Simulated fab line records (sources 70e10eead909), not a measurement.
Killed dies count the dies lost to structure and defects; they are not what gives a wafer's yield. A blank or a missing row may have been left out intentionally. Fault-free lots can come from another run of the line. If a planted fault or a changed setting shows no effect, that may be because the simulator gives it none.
Problem report in the 8D (eight disciplines) form, filled by code ; flow nand harc ; the parts of the form that need people (team, actions taken, sign-off) are left out

1. THE ISSUE
At NHARC_END_SORT_01, killed dies averages 140 over 6 wafers from 2 lots, while fault-free wafers read 57, standard deviation 16. Measured from the usual mean, that is +5.2 standard deviations.
First seen on wafer L953.1, day 31 21:22, on prober-01. At this step, 7 wafers from 3 lots have a number in the record. Rule for "out" (also "out of limits"): further than 4 standard deviations from the usual mean. The other wafers with a number count as sound.

2. WHAT IT IS, WHAT IT ISN'T
question;is;is not
which readings at this step;killed dies, killed at array;killed at other, killed open, killed short
which lots;L952, L953;L947
which wafers of those lots;all that have a number;-
read on which gauges;prober-01, prober-02;-
when;from day 31 21:22;up to then (1 sound wafer)

3. WHAT RULES OUT EACH SUSPECT
Counting: a tool at a process step up to the reading stays a suspect if it ran every lot that is out and no sound lot after the first of them.
- ruled out: the gauge at NHARC_END_SORT_01. 2 gauges (prober-01, prober-02) read the wafers that are out.
- pecvd onon-04 at NHARC_A_ONON_D2_DEP_06 (target thk 1000 nm): kept. It ran every lot that is out, first L952 (day 20 00:02), and no sound lot after that.
Left after counting: pecvd onon-04 at NHARC_A_ONON_D2_DEP_06.

4. THE CAUSE (what the simulator had put in)
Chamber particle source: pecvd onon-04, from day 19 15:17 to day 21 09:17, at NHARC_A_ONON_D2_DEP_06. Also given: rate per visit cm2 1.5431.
The count eliminated every tool but this one.

5. THE EFFECT CHAIN, in route order
One row per reading whose mean, taken over the struck wafers that have a number, lies over 3 standard deviations from the usual. Only readings whose record carries a usual standard deviation are examined. hours: median over the lots of the time between each lot's start at the first step of this table that gives one and its start at this step. sigmas: the change, counted in usual standard deviations.
hours;step;reading;usual;on struck wafers;change;sigmas
0;NHARC_END_SORT_01;killed at array;52;134;+82;+4.9
0;NHARC_END_SORT_01;killed dies;57;140;+83;+5.2

6. WHAT WOULD HAVE CAUGHT IT SOONER
In this record the first reading out of limits at a measuring or inspecting step was taken at day 31 21:22, 294 hours after the fault began at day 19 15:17.
Tool readings at NHARC_A_ONON_D2_DEP_06 with a usual standard deviation given in the record: none out on any struck wafer, hence no alarm at a limit of 4 standard deviations on them.
All the lots that are out (2) had begun NHARC_A_ONON_D2_DEP_06 on pecvd onon-04 by day 31 21:22. Holding the tool at that point would not have protected any of them.
